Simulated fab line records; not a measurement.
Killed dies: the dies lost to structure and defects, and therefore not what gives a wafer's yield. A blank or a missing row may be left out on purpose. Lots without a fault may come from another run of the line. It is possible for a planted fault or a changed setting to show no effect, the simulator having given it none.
fab line records | flow n5-finfet
record lots=15 | wafers=45 | last-day=18
route steps=1938 shown BEOL_M9@1461 BEOL_M10@1473
lots that met no fault: taken from a fault-free run of the same line
start-h: the number of hours between the record's first day and the start of the first shown wafer of the lot | wait-h: hours from the lot's prior step to this one | " unchanged from the row above | L1.1+2: several wafers, shown together as one row | - value missing, or start not given | * or withheld: withheld | < > ~ a bound
route shown NAME@n: a module of which the file shows steps, and the number in the route of the first | usual: average and standard deviation across the fault-free wafers | same: alike in all rows | chamber/n: place in a boat | sites: the reading at each site | _std_site: how widely they spread, as a standard deviation | _edge_site: outer sites' mean less inner sites' | radius-mm: for every site, how far away it sits from the centre of the wafer | mask NAME#n: copy n | behind: the most recent tool/chamber to have shaped the wafer | hold: the reason the lot was held/the length of the hold in hours/how it ended | device: whichever transistor did not switch (one of n, p or np) | end of line: tests of these same wafers at the route's end | a step given without rows: its recipe and nothing more | killed: at the first sort, the dies lost to defects and structure; wafer yield is something else | map: a wafer's dies, x killed, . not, _ none there
set.NAME: the run value of the setting; set.NAME@STEP: its run value at that earlier step | model.NAME: the simulator's own value behind a step, which no gauge read
route steps across a sampled set of lots; one table per step, one row per wafer
services: from which hour (start-h, from the record's first day; less than 0 if before it) a tool's chamber was out of use, for how many hours, and why
## steps
# step N5_BEOL_M9_SPUTTER_48
# recipe material=Cu | target-thk-a=120 | temp-c=-20 | bias-v=60 | power-w=26000 | chamber-pressure-pa=0.13 | time-s=2
# usual bias-v=60.0/0.62 | throttle-valve-pct=29.8/0.99
lot.wafer | tool           | chamber | start-h | wait-h | bias-v | throttle-valve-pct
L558.2    | pvd-sputter-02 | -       | 245.85  | 0.1    | 59.4   | 27.9
L558.4    | "              | -       | "       | "      | 59.9   | 28.9
L558.6    | "              | -       | "       | "      | 60.4   | 28.8
L560.1    | pvd-sputter-03 | -       | 245.91  | 0.1    | 59.4   | 30.2
L560.3    | "              | -       | "       | "      | 58.9   | 28.3
L560.6    | "              | -       | "       | "      | 59.6   | 28.4
L561.3    | pvd-sputter-01 | -       | 263.73  | 0.1    | 59.8   | 30.9
L561.4    | "              | -       | "       | "      | 60.5   | 31.8
L561.5    | "              | -       | "       | "      | 59.9   | 29.4
L564.2    | pvd-sputter-02 | -       | 264.91  | 0.1    | 59.8   | 28.8
L564.3    | "              | -       | "       | "      | 59.9   | 29.2
L564.5    | "              | -       | "       | "      | 59.9   | 29.8
L557.1    | pvd-sputter-01 | -       | 266.19  | 0.7    | 59.9   | 31.9
L557.5    | "              | -       | "       | "      | 60.3   | 30.8
L557.6    | "              | -       | "       | "      | 62.0   | 29.3
L566.1    | pvd-sputter-03 | -       | 282.32  | 0.1    | 59.9   | 29.8
L566.2    | "              | -       | "       | "      | 59.8   | 30.3
L566.4    | "              | -       | "       | "      | 59.8   | 28.7
L567.1    | pvd-sputter-01 | -       | 282.33  | 0.1    | 60.0   | 31.8
L567.2    | "              | -       | "       | "      | 59.6   | 30.9
L567.6    | "              | -       | "       | "      | 59.7   | 30.8
L568.2    | pvd-sputter-01 | -       | 282.58  | 0.1    | 60.5   | 31.5
L568.3    | "              | -       | "       | "      | 60.0   | 30.8
L568.6    | "              | -       | "       | "      | 60.0   | 32.0
L573.1    | pvd-sputter-03 | -       | 337.25  | 0.1    | 58.2   | 30.4
L573.4    | "              | -       | "       | "      | 59.8   | 30.3
L573.5    | "              | -       | "       | "      | 59.1   | 30.0
L575.3    | pvd-sputter-03 | -       | 337.44  | 0.1    | 59.6   | 30.4
L575.4    | "              | -       | "       | "      | 59.9   | 29.8
L575.6    | "              | -       | "       | "      | 60.1   | 28.9
L576.1    | pvd-sputter-01 | -       | 357.74  | 0.1    | 60.3   | 31.0
L576.2    | "              | -       | "       | "      | 60.9   | 31.7
L576.4    | "              | -       | "       | "      | 59.9   | 30.5
L577.1    | pvd-sputter-02 | -       | 366.83  | 0.2    | 59.9   | 28.9
L577.2    | "              | -       | "       | "      | 60.4   | 28.8
L577.5    | "              | -       | "       | "      | 60.5   | 29.3
L578.2    | pvd-sputter-01 | -       | 367.20  | 0.1    | 59.1   | 30.5
L578.3    | "              | -       | "       | "      | 60.6   | 29.6
L578.4    | "              | -       | "       | "      | 59.5   | 31.7
L579.2    | pvd-sputter-03 | -       | 375.98  | 0.1    | 59.7   | 30.3
L579.3    | "              | -       | "       | "      | 60.4   | 29.8
L579.4    | "              | -       | "       | "      | 60.2   | 28.7
L580.2    | pvd-sputter-02 | -       | 376.33  | 0.1    | 60.3   | 30.2
L580.4    | "              | -       | "       | "      | 59.5   | 27.9
L580.5    | "              | -       | "       | "      | 59.8   | 28.7
# step N5_BEOL_M9_INSPECT_58
# recipe inspect-instrument=darkfield | mode=post-dep
# usual raw-defect-count=75/22
lot.wafer | tool              | chamber | start-h | wait-h | raw-defect-count
L558.2    | defect-inspect-01 | -       | 246.86  | 0.0    | 74
L558.4    | "                 | -       | "       | "      | 70
L558.6    | "                 | -       | "       | "      | 77
L560.1    | defect-inspect-01 | -       | 247.13  | 0.0    | 56
L560.3    | "                 | -       | "       | "      | 55
L560.6    | "                 | -       | "       | "      | 66
L561.3    | defect-inspect-02 | -       | 264.95  | 0.0    | 126
L561.4    | "                 | -       | "       | "      | 73
L561.5    | "                 | -       | "       | "      | 105
L564.2    | defect-inspect-02 | -       | 265.90  | 0.0    | 49
L564.3    | "                 | -       | "       | "      | 28
L564.5    | "                 | -       | "       | "      | 49
L557.1    | defect-inspect-02 | -       | 267.34  | 0.0    | 110
L557.5    | "                 | -       | "       | "      | 74
L557.6    | "                 | -       | "       | "      | 90
L566.1    | defect-inspect-02 | -       | 283.98  | 0.0    | 66
L566.2    | "                 | -       | "       | "      | 54
L566.4    | "                 | -       | "       | "      | 101
L567.1    | defect-inspect-01 | -       | 284.29  | 0.0    | 63
L567.2    | "                 | -       | "       | "      | 62
L567.6    | "                 | -       | "       | "      | 32
L568.2    | defect-inspect-01 | -       | 284.52  | 0.0    | 75
L568.3    | "                 | -       | "       | "      | 104
L568.6    | "                 | -       | "       | "      | 87
L573.1    | defect-inspect-01 | -       | 338.78  | 0.0    | 67
L573.4    | "                 | -       | "       | "      | 61
L573.5    | "                 | -       | "       | "      | 89
L575.3    | defect-inspect-01 | -       | 339.07  | 0.0    | 70
L575.4    | "                 | -       | "       | "      | 62
L575.6    | "                 | -       | "       | "      | 61
L576.1    | defect-inspect-02 | -       | 359.63  | 0.0    | 118
L576.2    | "                 | -       | "       | "      | 102
L576.4    | "                 | -       | "       | "      | 105
L577.1    | defect-inspect-02 | -       | 368.04  | 0.0    | 97
L577.2    | "                 | -       | "       | "      | 85
L577.5    | "                 | -       | "       | "      | 85
L578.2    | defect-inspect-02 | -       | 368.85  | 0.0    | 68
L578.3    | "                 | -       | "       | "      | 86
L578.4    | "                 | -       | "       | "      | 112
L579.2    | defect-inspect-01 | -       | 377.05  | 0.0    | 64
L579.3    | "                 | -       | "       | "      | 52
L579.4    | "                 | -       | "       | "      | 73
L580.2    | defect-inspect-01 | -       | 378.07  | 0.0    | 106
L580.4    | "                 | -       | "       | "      | 132
L580.5    | "                 | -       | "       | "      | 104
# step N5_BEOL_M10_PECVD_70
# recipe material=SiO2 | target-thk-a=200 | temp-c=400 | precursor=TEOS/O2 | pressure-torr=5.5 | rf-w=450 | teos-flow-sccm=53.8 | gas=O2 | flow-sccm=3000 | time-s=22.7
# usual heater-power-w=721/96 | rf-fwd-power-W=444.7/2 | showerhead-plenum-p-Torr=8.79/0.059 | showerhead-vpp-V=1310/57 | throttle-valve-pct=22.7/1.4
lot.wafer | tool     | chamber | start-h | wait-h | heater-power-w | rf-fwd-power-W | showerhead-plenum-p-Torr | showerhead-vpp-V | throttle-valve-pct
L558.2    | pecvd-01 | 1       | 247.53  | 0.0    | 726            | 447.2          | 8.72                     | 1280             | 23.2
L558.4    | "        | 0       | "       | "      | 733            | 441.9          | 8.88                     | 1332             | 23.0
L558.6    | "        | 2       | "       | "      | 639            | 446.4          | 8.76                     | 1340             | 22.5
L560.1    | pecvd-01 | 1       | 247.80  | 0.0    | 761            | 447.2          | 8.71                     | 1267             | 23.3
L560.3    | "        | 2       | "       | "      | 710            | 445.8          | 8.73                     | 1386             | 22.3
L560.6    | "        | 1       | "       | "      | 729            | 448.2          | 8.73                     | 1280             | 23.2
L561.3    | pecvd-03 | 0       | 265.63  | 0.1    | 753            | 442.5          | 8.76                     | 1386             | 21.1
L561.4    | "        | 1       | "       | "      | 810            | 444.5          | 8.79                     | 1234             | 22.3
L561.5    | "        | 0       | "       | "      | 791            | 440.8          | 8.77                     | 1379             | 21.2
L564.2    | pecvd-01 | 1       | 266.56  | 0.0    | 810            | 446.3          | 8.73                     | 1276             | 23.5
L564.3    | "        | 2       | "       | "      | 682            | 446.4          | 8.74                     | 1353             | 22.3
L564.5    | "        | 0       | "       | "      | 852            | 441.5          | 8.86                     | 1344             | 23.1
L557.1    | pecvd-01 | 0       | 268.01  | 0.0    | 751            | 443.0          | 8.87                     | 1322             | 23.1
L557.5    | "        | 0       | "       | "      | 766            | 445.0          | 8.84                     | 1336             | 22.8
L557.6    | "        | 2       | "       | "      | 711            | 446.0          | 8.75                     | 1369             | 21.8
L566.1    | pecvd-01 | 2       | 284.65  | 0.0    | 700            | 445.9          | 8.75                     | 1339             | 22.1
L566.2    | "        | 0       | "       | "      | 782            | 443.6          | 8.87                     | 1316             | 23.0
L566.4    | "        | 2       | "       | "      | 724            | 445.3          | 8.74                     | 1361             | 22.1
L567.1    | pecvd-03 | 1       | 284.95  | 0.0    | 930            | 443.3          | 8.80                     | 1228             | 21.9
L567.2    | "        | 0       | "       | "      | 721            | 442.9          | 8.77                     | 1386             | 21.2
L567.6    | "        | 1       | "       | "      | 888            | 443.2          | 8.79                     | 1228             | 22.3
L568.2    | pecvd-01 | 0       | 285.19  | 0.0    | 788            | 443.1          | 8.87                     | 1329             | 23.0
L568.3    | "        | 2       | "       | "      | 716            | 443.6          | 8.77                     | 1360             | 22.2
L568.6    | "        | 0       | "       | "      | 793            | 441.5          | 8.88                     | 1344             | 22.9
L573.1    | pecvd-01 | 2       | 339.45  | 0.0    | 755            | 445.9          | 8.73                     | 1388             | 22.5
L573.4    | "        | 2       | "       | "      | 738            | 445.4          | 8.74                     | 1369             | 22.5
L573.5    | "        | 0       | "       | "      | 829            | 443.3          | 8.87                     | 1327             | 22.9
L575.3    | pecvd-04 | 1       | 339.92  | 0.0    | 624            | 444.9          | 8.90                     | 1370             | 26.3
L575.4    | "        | 2       | "       | "      | 838            | 447.0          | 8.78                     | 1298             | 23.1
L575.6    | "        | 0       | "       | "      | 655            | 443.4          | 8.75                     | 1298             | 22.8
L576.1    | pecvd-01 | 1       | 360.29  | 0.0    | 798            | 448.2          | 8.73                     | 1288             | 23.2
L576.2    | "        | 0       | "       | "      | 834            | 443.5          | 8.87                     | 1318             | 22.9
L576.4    | "        | 2       | "       | "      | 663            | 445.2          | 8.76                     | 1367             | 22.5
L577.1    | pecvd-04 | 2       | 368.76  | 0.0    | 743            | 444.9          | 8.80                     | 1302             | 23.1
L577.2    | "        | 0       | "       | "      | 612            | 446.1          | 8.76                     | 1296             | 22.3
L577.5    | "        | 0       | "       | "      | 626            | 447.1          | 8.77                     | 1313             | 22.6
L578.2    | pecvd-04 | 2       | 369.51  | 0.0    | 842            | 448.0          | 8.77                     | 1295             | 23.0
L578.3    | "        | 0       | "       | "      | 660            | 443.3          | 8.77                     | 1296             | 22.4
L578.4    | "        | 0       | "       | "      | 659            | 443.8          | 8.79                     | 1301             | 22.9
L579.2    | pecvd-04 | 2       | 377.71  | 0.0    | 764            | 445.9          | 8.78                     | 1322             | 23.3
L579.3    | "        | 1       | "       | "      | 682            | 445.2          | 8.88                     | 1363             | 26.1
L579.4    | "        | 0       | "       | "      | 675            | 443.8          | 8.80                     | 1301             | 22.8
L580.2    | pecvd-04 | 2       | 378.74  | 0.0    | 699            | 443.0          | 8.80                     | 1317             | 23.3
L580.4    | "        | 1       | "       | "      | 610            | 448.7          | 8.91                     | 1349             | 26.2
L580.5    | "        | 0       | "       | "      | 626            | 442.2          | 8.78                     | 1279             | 22.8
# step N5_BEOL_M10_EXPOSE_08
# recipe mask-id=M10 | na=1.35 | source-shape=dipole | sigma-inner=0.411 | sigma-outer=0.611 | polarization=te | dose-mj=53.75
# usual dipole-opening-deg=40/0 | exposure-dose-mJ-cm2=53.91/0.17
lot.wafer | tool            | chamber | start-h | wait-h | mask  | dipole-opening-deg | exposure-dose-mJ-cm2
L558.2    | arfi-scanner-03 | 0       | 251.80  | -      | M10#0 | 40                 | 53.77
L558.4    | "               | 0       | "       | "      | M10#0 | 40                 | 53.81
L558.6    | "               | 0       | "       | "      | M10#0 | 40                 | 53.78
L560.1    | arfi-scanner-02 | 0       | 252.02  | -      | M10#0 | 40                 | 53.73
L560.3    | "               | 0       | "       | "      | M10#0 | 40                 | 53.71
L560.6    | "               | 0       | "       | "      | M10#0 | 40                 | 53.76
L561.3    | arfi-scanner-02 | 0       | 266.76  | -      | M10#0 | 40                 | 53.74
L561.4    | "               | 0       | "       | "      | M10#0 | 40                 | 53.74
L561.5    | "               | 0       | "       | "      | M10#0 | 40                 | 53.75
L564.2    | arfi-scanner-01 | 0       | 267.45  | -      | M10#0 | 40                 | 54.20
L564.3    | "               | 0       | "       | "      | M10#0 | 40                 | 54.21
L564.5    | "               | 0       | "       | "      | M10#0 | 40                 | 54.24
L557.1    | arfi-scanner-03 | 0       | 270.53  | -      | M10#0 | 40                 | 53.73
L557.5    | "               | 0       | "       | "      | M10#0 | 40                 | 53.71
L557.6    | "               | 0       | "       | "      | M10#0 | 40                 | 53.71
L566.1    | arfi-scanner-03 | -       | 285.92  | -      | M10#0 | -                  | -
L566.2    | "               | -       | "       | "      | M10#0 | -                  | -
L566.4    | "               | -       | "       | "      | M10#0 | -                  | -
L567.1    | arfi-scanner-01 | -       | 286.08  | -      | M10#0 | -                  | -
L567.2    | "               | -       | "       | "      | M10#0 | -                  | -
L567.6    | "               | -       | "       | "      | M10#0 | -                  | -
L568.2    | arfi-scanner-02 | -       | 286.25  | -      | M10#0 | -                  | -
L568.3    | "               | -       | "       | "      | M10#0 | -                  | -
L568.6    | "               | -       | "       | "      | M10#0 | -                  | -
L573.1    | arfi-scanner-02 | 0       | 340.42  | -      | M10#0 | 40                 | 54.04
L573.4    | "               | 0       | "       | "      | M10#0 | 40                 | 54.01
L573.5    | "               | 0       | "       | "      | M10#0 | 40                 | 54.11
L575.3    | arfi-scanner-02 | 0       | 340.75  | -      | M10#0 | 40                 | 54.02
L575.4    | "               | 0       | "       | "      | M10#0 | 40                 | 54.03
L575.6    | "               | 0       | "       | "      | M10#0 | 40                 | 53.96
L576.1    | arfi-scanner-02 | 0       | 362.71  | -      | M10#0 | 40                 | 53.99
L576.2    | "               | 0       | "       | "      | M10#0 | 40                 | 54.01
L576.4    | "               | 0       | "       | "      | M10#0 | 40                 | 54.01
L577.1    | arfi-scanner-02 | 0       | 371.50  | -      | M10#0 | 40                 | 54.03
L577.2    | "               | 0       | "       | "      | M10#0 | 40                 | 53.94
L577.5    | "               | 0       | "       | "      | M10#0 | 40                 | 54.01
L578.2    | arfi-scanner-03 | 0       | 371.69  | -      | M10#0 | 40                 | 53.62
L578.3    | "               | 0       | "       | "      | M10#0 | 40                 | 53.66
L578.4    | "               | 0       | "       | "      | M10#0 | 40                 | 53.70
L579.2    | arfi-scanner-02 | 0       | 379.79  | -      | M10#0 | 40                 | 54.03
L579.3    | "               | 0       | "       | "      | M10#0 | 40                 | 54.03
L579.4    | "               | 0       | "       | "      | M10#0 | 40                 | 53.99
L580.2    | arfi-scanner-02 | 0       | 379.87  | -      | M10#0 | 40                 | 53.98
L580.4    | "               | 0       | "       | "      | M10#0 | 40                 | 54.04
L580.5    | "               | 0       | "       | "      | M10#0 | 40                 | 54.03
## services
tool            | chamber | start-h | hours | kind
arfi-scanner-03 | -       | 228.97  | 0.8   | pm
arfi-scanner-02 | -       | 232.86  | 3.0   | pm
arfi-scanner-02 | -       | 237.72  | 1.1   | repair
arfi-scanner-03 | -       | 242.74  | 1.0   | pm
arfi-scanner-02 | 0       | 247.13  | -     | calibration
arfi-scanner-02 | -       | 250.34  | 1.0   | pm
arfi-scanner-01 | -       | 252.43  | 1.3   | pm
arfi-scanner-03 | -       | 260.10  | 1.3   | pm
arfi-scanner-01 | -       | 265.99  | 0.9   | repair
arfi-scanner-02 | -       | 270.54  | 0.9   | repair
pecvd-01        | -       | 276.86  | 5.5   | pm
arfi-scanner-01 | -       | 288.32  | 0.4   | repair
arfi-scanner-03 | -       | 292.62  | 1.0   | pm
arfi-scanner-01 | -       | 294.08  | 1.0   | pm
arfi-scanner-03 | -       | 303.39  | 7.3   | repair
arfi-scanner-02 | -       | 303.55  | -     | calibration
arfi-scanner-02 | -       | 317.71  | 0.8   | pm
arfi-scanner-02 | -       | 322.44  | 1.3   | pm
arfi-scanner-01 | -       | 337.43  | 1.3   | repair
pecvd-04        | 0       | 342.55  | 3.9   | repair
arfi-scanner-03 | -       | 349.18  | 3.1   | pm
pvd-sputter-03  | -       | 350.34  | 3.1   | repair
arfi-scanner-01 | -       | 372.60  | 0.8   | pm
arfi-scanner-01 | -       | 374.62  | 1.3   | pm
## key
first-sign step=N5_BEOL_M10_EXPOSE_08 | reading=tool-record | direction=missing
effect none on later readings
met-at N5_BEOL_M10_EXPOSE_08
struck-lots L566,L567,L568
later-rows-left-out L566.1,L566.2,L566.4,L567.1,L567.2,L567.6,L568.2,L568.3,L568.6
sort-left-out L566.1,L566.2,L566.4,L567.1,L567.2,L567.6,L568.2,L568.3,L568.6
not-acting-at N5_BEOL_M9_SPUTTER_48,N5_BEOL_M9_INSPECT_58,N5_BEOL_M10_PECVD_70
onset-between 270.53 285.92
fault kind=skipped-step-whole | tool=arfi-scanner-01,arfi-scanner-02,arfi-scanner-03 | chamber=- | onset-h=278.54 | steps=N5_BEOL_M10_EXPOSE_08 | scope=struck-lots-only
# sort-left-out: the simulated sort isn't trusted on such a fault, so these wafers' sort isn't shown, and their yield isn't known
# later-rows-left-out: the simulator's readings of these wafers behind a module that went badly wrong aren't trusted and aren't shown, but for the sort
